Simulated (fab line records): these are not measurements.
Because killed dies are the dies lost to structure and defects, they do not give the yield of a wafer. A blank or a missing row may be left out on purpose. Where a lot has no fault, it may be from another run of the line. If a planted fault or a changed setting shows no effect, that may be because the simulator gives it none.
Matching of chambers || flow n5 finfet || N5_BEOL_M10_CURE_71 on uv cure-02 has 3 sister chambers
The step cures SiCOH lowk, time 240 s. 3 wafers are shown with their chamber, then 7 later ones without.

## WAFERS, EACH WITH ITS CHAMBER
{"wafer": "L412.4", "chamber": 2, "wafer_temp_C_max": 386.1}
{"wafer": "L418.3", "chamber": 0, "wafer_temp_C_max": 387.0}
{"wafer": "L419.3", "chamber": 1, "wafer_temp_C_max": 386.2}

## WAFERS MISSING THEIR CHAMBER
{"wafer": "L419.6", "wafer_temp_C_max": 386.6}
{"wafer": "L421.1", "wafer_temp_C_max": 387.6}
{"wafer": "L421.2", "wafer_temp_C_max": 387.5}
{"wafer": "L421.6", "wafer_temp_C_max": 386.8}
{"wafer": "L423.4", "wafer_temp_C_max": 386.6}
{"wafer": "L423.5", "wafer_temp_C_max": 386.5}
{"wafer": "L423.6", "wafer_temp_C_max": 385.7}

## WHICH CHAMBER EACH ONE RAN IN
{"wafer": "L419.6", "from the rows above": "can't be placed: 0 or 1 or 2", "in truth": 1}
{"wafer": "L421.1", "from the rows above": "can't be placed: 0 or 1", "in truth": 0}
{"wafer": "L421.2", "from the rows above": "can't be placed: 0 or 1", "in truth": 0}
{"wafer": "L421.6", "from the rows above": "can't be placed: 0 or 1 or 2", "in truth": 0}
{"wafer": "L423.4", "from the rows above": "can't be placed: 0 or 1 or 2", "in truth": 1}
{"wafer": "L423.5", "from the rows above": "can't be placed: 1 or 2 or 0", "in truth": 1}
{"wafer": "L423.6", "from the rows above": "can't be placed: 2 or 1", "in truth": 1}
Placed correctly: 0 of 7. These rows do not allow placing 7 (true chamber among the candidates in 7). Placed wrongly: 0.
How it was worked out, from the rows above alone: a wafer's distance from a chamber is the root of the sum, over the readings, of the square of ((its reading less the chamber's mean) divided by the reading's scatter). The wafer belongs to the nearest chamber; if the next one is less than 2 further off, it can't be placed. Each chamber's mean is taken over the wafers shown for it. The scatter: with one shown wafer a chamber, the root of the mean of the squares of how far each hidden wafer lies from its nearest shown one.
